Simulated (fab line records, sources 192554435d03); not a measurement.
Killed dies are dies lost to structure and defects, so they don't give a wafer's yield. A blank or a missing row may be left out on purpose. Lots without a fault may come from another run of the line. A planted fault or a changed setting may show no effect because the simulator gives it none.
fab line records | flow n5_finfet | part 2 of 2: steps 20 to 26 of 26
record lots=5 wafers=15 last_day=15
route steps=1938 shown BEOL_M12@1613
lots that met no fault: from a run of the same line without faults
start_h: hours from the record's first day to the start of the lot's first wafer shown | wait_h: hours since the lot's step before | " the same as in the row above | L1.1+2: a row that stands for several wafers | - no value, or no start given | * or withheld: withheld | < > ~ a bound
route shown NAME@n: a module of which the file shows steps, and the number in the route of the first | usual: mean/standard deviation of fault-free wafers | same: alike in all rows | chamber/n: place in a boat | sites: the reading at each site | _std_site: their standard deviation | _edge_site: outer sites' mean less inner sites' | radius_mm: how far each site lies from the wafer's centre | mask NAME#n: copy n | behind: the tool/chamber that last shaped the wafer | hold: why the lot was held/for how many hours/how that ended | device: the transistor (n, p or np) that didn't switch | end of line: the same wafers' tests at the end of the route | a step without rows: its recipe alone | killed: dies lost to structure and defects at the first sort, not the wafer's yield | map: a wafer's dies, x killed, . not, _ none there
set.NAME: the setting as run; set.NAME@STEP: as run at that earlier step | model.NAME: the simulator's own value behind a step, which no gauge read
lots at some steps of the route; a table a step, a row a wafer
services: from which hour (start_h, from the record's first day; less than 0 if before it) a tool's chamber was out of use, for how many hours, and why
## steps
# step N5_BEOL_M12_CD_MEAS_28
# recipe target_cd_nm=160.2 landing_energy_ev=500 detector=se_inlens polarity=opening
# usual cd_nm=159.8/1.6
# columns lot.wafer tool chamber start_h wait_h cd_nm
L074.1 cd_sem-02 0 249.45 - 158.5
L074.4 " 0 " " 157.5
L074.5 " 0 " " 157.2
L077.1 cd_sem-02 0 255.44 - 159.2
L077.2 " 0 " " 160.3
L077.4 " 0 " " 158.8
L085.2 cd_sem-03 0 298.87 - 160.5
L085.4 " 0 " " 157.8
L085.5 " 0 " " 158.8
L084.2 cd_sem-02 0 299.83 - 158.3
L084.3 " 0 " " 160.6
L084.6 " 0 " " 157.2
L087.1 cd_sem-02 0 319.34 - 159.4
L087.4 " 0 " " 159.8
L087.6 " 0 " " 158.0
# step N5_BEOL_M12_OVL_MEAS_29
# recipe points_per_wafer=44
# usual M12_OVL=-3/5.8
# same points_per_wafer=44
# columns lot.wafer tool chamber start_h wait_h M12_OVL[nm]
L074.1 overlay-01 0 249.48 0.0 15
L074.4 " 0 " " 9
L074.5 " 0 " " 4
L077.1 overlay-01 0 255.47 0.0 5
L077.2 " 0 " " -5
L077.4 " 0 " " -8
L085.2 overlay-02 0 298.89 0.0 -2
L085.4 " 0 " " -1
L085.5 " 0 " " -8
L084.2 overlay-02 0 299.86 0.0 -11
L084.3 " 0 " " -12
L084.6 " 0 " " -13
L087.1 overlay-02 0 319.37 0.0 1
L087.4 " 0 " " -2
L087.6 " 0 " " -3
# step N5_BEOL_M12_INSPECT_30
# recipe mode=adi inspect_instrument=macro
# usual raw_defect_count=2.0/1.5
# columns lot.wafer tool chamber start_h wait_h raw_defect_count
L074.1 defect_inspect-01 - 249.50 0.0 2
L074.4 " - " " 3
L074.5 " - " " 4
L077.1 defect_inspect-02 - 255.50 0.0 3
L077.2 " - " " 0
L077.4 " - " " 3
L085.2 defect_inspect-01 - 298.92 0.0 2
L085.4 " - " " 4
L085.5 " - " " 1
L084.2 defect_inspect-01 - 299.89 0.0 1
L084.3 " - " " 2
L084.6 " - " " 2
L087.1 defect_inspect-02 - 319.39 0.0 0
L087.4 " - " " 4
L087.6 " - " " 1
# step N5_BEOL_M12_DESCUM_33
# recipe chemistry=O2 time_s=7.9 source_power_w=50 bias_power_w=20 pressure_mtorr=20 rf_frequency_hz=2.712e+07 temp_c=40 o2_flow_sccm=225
# usual drypump_motor_current_A=5.8/0.56 oes_product_au=0.78/0.083 rf_vpp_V=242.8/1.3 showerhead_plenum_p_Torr=2.08/0.067 throttle_valve_pct=20.52/0.24
# columns lot.wafer tool chamber start_h wait_h drypump_motor_current_A oes_product_au rf_hours_counter_h rf_vpp_V showerhead_plenum_p_Torr throttle_valve_pct
L074.1 rie_diel-01 1 249.64 0.1 5.5 0.80 92 243.7 2.14 20.45
L074.4 " 0 " " 5.3 0.84 69 244.3 2.12 20.44
L074.5 " 1 " " 5.5 0.80 - 243.3 2.14 20.44
L077.1 rie_diel-02 3 255.53 0.0 5.0 0.71 208 242.4 2.05 20.78
L077.2 " 2 " " 5.8 0.73 204 242.9 2.16 20.49
L077.4 " 1 " " 6.6 0.71 193 242.3 2.07 20.69
L085.2 rie_diel-02 1 298.97 0.1 6.6 0.70 211 243.0 2.07 20.71
L085.4 " 2 " " 5.8 0.72 221 244.6 2.15 20.51
L085.5 " 1 " " 6.6 0.70 - 243.2 2.07 20.71
L084.2 rie_diel-04 3 300.09 0.2 5.3 0.72 211 240.3 2.00 20.69
L084.3 " 0 " " 6.8 0.69 244 241.6 1.98 20.87
L084.6 " 0 " " 6.8 0.68 - 241.6 1.98 20.87
L087.1 rie_diel-01 1 319.43 0.0 5.5 0.77 115 242.8 2.13 20.48
L087.4 " 2 " " 5.1 0.74 139 241.9 2.02 20.52
L087.6 " 1 " " 5.5 0.77 - 244.0 2.13 20.48
# step N5_BEOL_M12_ETCH_67
# recipe chemistry=CF4 target=SiARC target_depth_a=1430 time_s=238.3 ion_energy_ev=80 pressure_mtorr=40 source_w=545 bias_w=36 Ar_flow_sccm=100 cf4_flow_sccm=100 ends=cleared
# usual drypump_motor_current_A=5.8/0.56 etch_rf_on_time_s=238/4.7 oes_product_au=0.66/0.068 rf_vpp_V=183.8/1 showerhead_plenum_p_Torr=2.12/0.062 throttle_valve_pct=15.70/0.25
# columns lot.wafer tool chamber start_h wait_h drypump_motor_current_A etch_rf_on_time_s oes_product_au rf_hours_counter_h rf_vpp_V showerhead_plenum_p_Torr throttle_valve_pct
L074.1 rie_diel-01 1 249.67 0.0 5.5 242 0.67 92 182.9 2.17 15.53
L074.4 " 0 " " 5.3 242 0.71 69 183.9 2.16 15.58
L074.5 " 1 " " 5.5 239 0.67 - 184.5 2.17 15.51
L077.1 rie_diel-02 3 255.56 0.0 5.0 235 0.61 208 183.4 2.13 16.13
L077.2 " 2 " " 5.8 235 0.63 204 183.0 2.20 15.66
L077.4 " 1 " " 6.6 236 0.60 193 183.5 2.13 15.90
L085.2 rie_diel-02 1 299.00 0.0 6.6 236 0.59 211 184.1 2.12 15.94
L085.4 " 2 " " 5.8 234 0.61 221 185.3 2.19 15.70
L085.5 " 1 " " 6.6 237 0.59 - 184.6 2.12 15.94
L084.2 rie_diel-04 3 300.12 0.0 5.3 240 0.61 211 184.1 2.05 15.90
L084.3 " 0 " " 6.8 244 0.58 244 182.0 2.02 16.06
L084.6 " 0 " " 6.8 242 0.59 - 183.0 2.02 16.06
L087.1 rie_diel-01 1 319.46 0.0 5.4 239 0.66 115 184.8 2.16 15.57
L087.4 " 2 " " 5.2 243 0.63 139 183.0 2.06 15.67
L087.6 " 1 " " 5.4 240 0.65 - 183.5 2.16 15.58
# step N5_BEOL_M12_ETCH_68
# recipe chemistry=N2/H2 target=SOC mask_material=SiARC source_w=3000 bias_w=350 temp_c=40 time_s=285 ion_energy_ev=200 pressure_mtorr=30 n2_flow_sccm=200 h2_flow_sccm=200
# usual drypump_motor_current_A=5.8/0.56 oes_product_au=0.78/0.083 rf_vpp_V=523.2/2.5 showerhead_plenum_p_Torr=2.52/0.078 throttle_valve_pct=17.85/0.27
# columns lot.wafer tool chamber start_h wait_h drypump_motor_current_A oes_product_au rf_hours_counter_h rf_vpp_V showerhead_plenum_p_Torr throttle_valve_pct
L074.1 rie_diel-01 1 249.82 0.1 5.4 0.79 92 524.6 2.57 17.59
L074.4 " 0 " " 5.3 0.83 69 524.3 2.55 17.53
L074.5 " 1 " " 5.4 0.79 - 523.2 2.57 17.60
L077.1 rie_diel-02 3 255.71 0.1 5.0 0.71 209 523.4 2.52 18.31
L077.2 " 2 " " 5.8 0.73 204 528.0 2.62 17.77
L077.4 " 1 " " 6.6 0.71 193 522.4 2.53 18.15
L085.2 rie_diel-02 1 299.15 0.1 6.6 0.69 211 523.6 2.52 18.20
L085.4 " 2 " " 5.8 0.72 221 525.6 2.61 17.78
L085.5 " 1 " " 6.6 0.69 - 523.7 2.52 18.19
L084.2 rie_diel-04 3 300.27 0.1 5.3 0.72 211 520.0 2.42 18.12
L084.3 " 0 " " 6.8 0.68 244 519.2 2.38 18.11
L084.6 " 0 " " 6.8 0.68 - 519.2 2.38 18.09
L087.1 rie_diel-01 1 319.61 0.1 5.4 0.77 115 523.9 2.56 17.64
L087.4 " 2 " " 5.1 0.75 139 521.2 2.45 17.76
L087.6 " 1 " " 5.4 0.77 - 523.7 2.56 17.62
# step N5_BEOL_M12_STRIP_69
# recipe chemistry=N2/H2 temp_c=40 n2_flow_sccm=200 h2_flow_sccm=200 rf_frequency_hz=6e+07
# columns lot.wafer tool chamber start_h wait_h
L074.1+4+5 rie_diel-01 1,0,1 249.99 0.1
L077.1+2+4 rie_diel-02 3,2,1 255.88 0.1
L085.2+4+5 rie_diel-02 1,2,1 299.32 0.1
L084.2+3+6 rie_diel-04 3,0,0 300.44 0.1
L087.1+4+6 rie_diel-01 1,2,1 319.78 0.1
## services
# columns tool chamber start_h hours kind
rie_diel-01 - 226.88 11.4 repair
krf_scanner-01 - 234.47 1.3 pm
krf_scanner-02 - 235.80 0.8 pm
krf_scanner-02 - 238.43 6.0 pm
krf_scanner-02 - 254.91 1.3 pm
krf_scanner-01 - 263.26 0.8 pm
krf_scanner-02 - 263.46 1.1 repair
litho_track-02 - 268.38 - consumable_replace:filter
rie_diel-02 0 269.78 9.7 repair
rie_diel-01 - 271.78 1.1 repair
rie_diel-04 1 272.31 - clean
rie_diel-04 1 272.31 - consumable_replace:focus_ring
rie_diel-04 1 272.31 14.9 scheduled_down
rie_diel-04 1 272.31 14.9 vent_cycle
krf_scanner-01 - 281.18 1.0 pm
krf_scanner-01 - 289.88 4.0 pm
litho_track-02 - 298.66 - consumable_replace:filter
rie_diel-02 - 301.01 2.8 pm
krf_scanner-02 - 304.68 12.1 repair
rie_diel-04 0 317.81 - clean
rie_diel-04 0 317.81 - consumable_replace:focus_ring
rie_diel-04 0 317.81 - consumable_replace:showerhead
rie_diel-04 0 317.81 13.8 scheduled_down
rie_diel-04 0 317.81 13.8 vent_cycle
